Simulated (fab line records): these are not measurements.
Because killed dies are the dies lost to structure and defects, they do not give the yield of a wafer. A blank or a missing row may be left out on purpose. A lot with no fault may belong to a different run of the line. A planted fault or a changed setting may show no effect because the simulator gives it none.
Which tool did it? | flow n5Finfet | Sampling: 24 lots, 72 wafers, 2 of 1938 route steps

WHAT EACH GAUGE READ, for each wafer
N5_BEOL_M12_INSPECT_55: inspects for defects (darkfield).
lot  | measured     | on               | rawDefectCount
L074 | day 11 04:59 | defectInspect-01 | 32 43 85
L076 | day 11 10:48 | defectInspect-01 | 34 36 38
L075 | day 11 11:04 | defectInspect-01 | 76 88 65
L077 | day 11 19:05 | defectInspect-02 | 31 57 61
L078 | day 12 03:48 | defectInspect-02 | 41 68 53
L079 | day 12 10:51 | defectInspect-02 | 61 69 54
L081 | day 12 22:22 | defectInspect-01 | 72 71 49
L080 | day 13 02:08 | defectInspect-02 | 71 87 69
L082 | day 13 11:11 | defectInspect-01 | 66 75 52
L083 | day 13 18:34 | defectInspect-01 | 58 54 84
L084 | day 13 20:30 | defectInspect-02 | 68 68 127
L085 | day 13 21:23 | defectInspect-01 | 82 60 64
L086 | day 14 07:45 | defectInspect-01 | 88 78 83
L087 | day 14 14:16 | defectInspect-02 | 64 44 38
L089 | day 15 01:19 | defectInspect-02 | 27 56 58
L091 | day 15 07:35 | defectInspect-01 | 46 22 54
L090 | day 15 07:59 | defectInspect-02 | 60 33 24
L088 | day 15 19:07 | defectInspect-02 | 92 145 90
L092 | day 16 03:18 | defectInspect-02 | 48 32 25
L095 | day 16 04:03 | defectInspect-02 | 43 51 48
L094 | day 16 12:32 | defectInspect-02 | 77 72 71
L093 | day 17 04:20 | defectInspect-02 | 39 75 67
L096 | day 17 09:52 | defectInspect-01 | 72 42 39
L097 | day 18 00:32 | defectInspect-01 | 74 38 39

N5_BEOL_M13_INSPECT_30: inspects for defects (macro).
lot  | measured     | on               | rawDefectCount
L074 | day 11 06:45 | defectInspect-02 | 4 1 1
L076 | day 11 12:46 | defectInspect-01 | 2 3 2
L075 | day 11 12:47 | defectInspect-02 | 0 4 0
L077 | day 11 20:43 | defectInspect-01 | 2 2 2
L078 | day 12 05:25 | defectInspect-02 | 0 1 3
L079 | day 12 12:58 | defectInspect-02 | 3 2 5
L081 | day 13 00:10 | defectInspect-02 | 2 1 0
L080 | day 13 03:49 | defectInspect-01 | 4 4 2
L082 | day 13 12:49 | defectInspect-01 | 0 2 2
L083 | day 13 20:12 | defectInspect-02 | 2 5 1
L084 | day 13 22:08 | defectInspect-01 | 1 0 2
L085 | day 13 23:04 | defectInspect-02 | 1 0 1
L086 | day 14 09:14 | defectInspect-01 | 3 2 1
L087 | day 14 15:57 | defectInspect-02 | 3 3 3
L089 | day 15 03:08 | defectInspect-02 | 3 3 2
L091 | day 15 09:16 | defectInspect-02 | 0 1 4
L090 | day 15 09:36 | defectInspect-01 | 1 1 6
L088 | day 15 20:44 | defectInspect-02 | 6 4 1
L092 | day 16 05:02 | defectInspect-02 | 0 2 0
L095 | day 16 05:46 | defectInspect-02 | 1 1 3
L094 | day 16 14:17 | defectInspect-02 | 3 2 1
L093 | day 17 05:58 | defectInspect-02 | 1 4 2
L096 | day 17 11:36 | defectInspect-01 | 1 1 3
L097 | day 18 02:07 | defectInspect-02 | 5 2 1

WHICH TOOL RAN EACH LOT (tool, then ch and the chambers of the sampled wafers, then the start)
The record shows no process step preceding these readings.

AS READ BY THE TOOLS THEMSELVES (means over the sampled wafers that have a number; for cases with no such wafer, the mark the record gives instead)
The record holds no such reading with a usual standard deviation.

THE ANSWER, worked out from the rows above alone
Rule: what is usual is taken from the lots themselves. Put in order of their means at a reading, lots are off if they are a third of the lots or fewer, leave a main group of 4 or more, and stand apart from it by a gap of 3 or more times the standard deviation of the main group's means; of several such gaps the widest counts. A main group whose means are all the same, to the digits that the tables above print for the reading, isn't used. A lot without any number at a reading at which 4 lots or more have one is off too. Any other lot the step has rows for is counted as sound. After the gauges, taken in route order, come the tools' own readings; for these a lot's mean is taken, as printed above. At the first step where some lot is off, the reading lying furthest off is the one used; lots without a number count as furthest.
No lot is off on any of the readings shown, so nothing can be concluded from this.

WHAT THE SIMULATOR HAD PUT IN
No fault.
